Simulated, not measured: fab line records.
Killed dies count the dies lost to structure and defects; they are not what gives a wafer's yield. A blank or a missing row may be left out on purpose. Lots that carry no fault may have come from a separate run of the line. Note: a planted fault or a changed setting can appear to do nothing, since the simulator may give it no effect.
Matching of chambers / flow nand_harc / NHARC_A_BONDPAD_DEP_00 on pecvd-01: 3 sister chambers
The step deposits SiCN, target thk 250 nm. 18 wafers are shown with their chamber, then 9 later ones without.

== WAFERS PAIRED WITH THEIR CHAMBERS ==
wafer=L078.1; chamber=0; heater_power_w (W)=565
wafer=L078.2; chamber=2; heater_power_w (W)=626
wafer=L078.4; chamber=2; heater_power_w (W)=622
wafer=L080.3; chamber=1; heater_power_w (W)=490
wafer=L080.5; chamber=0; heater_power_w (W)=601
wafer=L080.6; chamber=1; heater_power_w (W)=510
wafer=L082.4; chamber=2; heater_power_w (W)=579
wafer=L082.5; chamber=1; heater_power_w (W)=516
wafer=L082.6; chamber=0; heater_power_w (W)=693
wafer=L085.3; chamber=2; heater_power_w (W)=601
wafer=L085.4; chamber=0; heater_power_w (W)=596
wafer=L085.5; chamber=1; heater_power_w (W)=493
wafer=L086.2; chamber=0; heater_power_w (W)=671
wafer=L086.5; chamber=1; heater_power_w (W)=430
wafer=L086.6; chamber=2; heater_power_w (W)=593
wafer=L092.1; chamber=2; heater_power_w (W)=566
wafer=L092.2; chamber=0; heater_power_w (W)=694
wafer=L092.5; chamber=0; heater_power_w (W)=718

SIGNATURES (averages over the wafers above)
reading=heater_power_w; chamber 0=648.29; chamber 1=487.80; chamber 2=597.83; scatter within a chamber=43.8
Rule: a wafer lies at a distance from a chamber equal to the root of the sum of squares, over the readings, of (its reading less the chamber's mean, divided by the reading's scatter). The wafer belongs to the nearest chamber; if the next one is less than 2 further off, it can't be placed. How the scatter is found: for the shown wafers, subtract from each reading the mean of its chamber, square and add these, divide the total by (wafers less chambers), then take the root.

== WAFERS MISSING THEIR CHAMBER ==
wafer=L090.1; heater_power_w (W)=634
wafer=L090.2; heater_power_w (W)=510
wafer=L090.3; heater_power_w (W)=653
wafer=L096.1; heater_power_w (W)=509
wafer=L096.3; heater_power_w (W)=502
wafer=L096.6; heater_power_w (W)=529
wafer=L097.1; heater_power_w (W)=482
wafer=L097.2; heater_power_w (W)=583
wafer=L097.5; heater_power_w (W)=721

== WHICH CHAMBER EACH WENT THROUGH ==
wafer=L090.1; from the rows above=can't be placed: 0 or 2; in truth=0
wafer=L090.2; from the rows above=can't be placed: 1 or 2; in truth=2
wafer=L090.3; from the rows above=can't be placed: 0 or 2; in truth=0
wafer=L096.1; from the rows above=can't be placed: 1 or 2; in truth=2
wafer=L096.3; from the rows above=can't be placed: 1 or 2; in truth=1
wafer=L096.6; from the rows above=can't be placed: 1 or 2 or 0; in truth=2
wafer=L097.1; from the rows above=1; in truth=1
wafer=L097.2; from the rows above=can't be placed: 2 or 0 or 1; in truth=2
wafer=L097.5; from the rows above=can't be placed: 0 or 2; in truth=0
Correct placement for 1 of the 9. Unplaceable from these rows: 8, with the true chamber sitting among the candidates in 8. Number placed wrongly: 0.
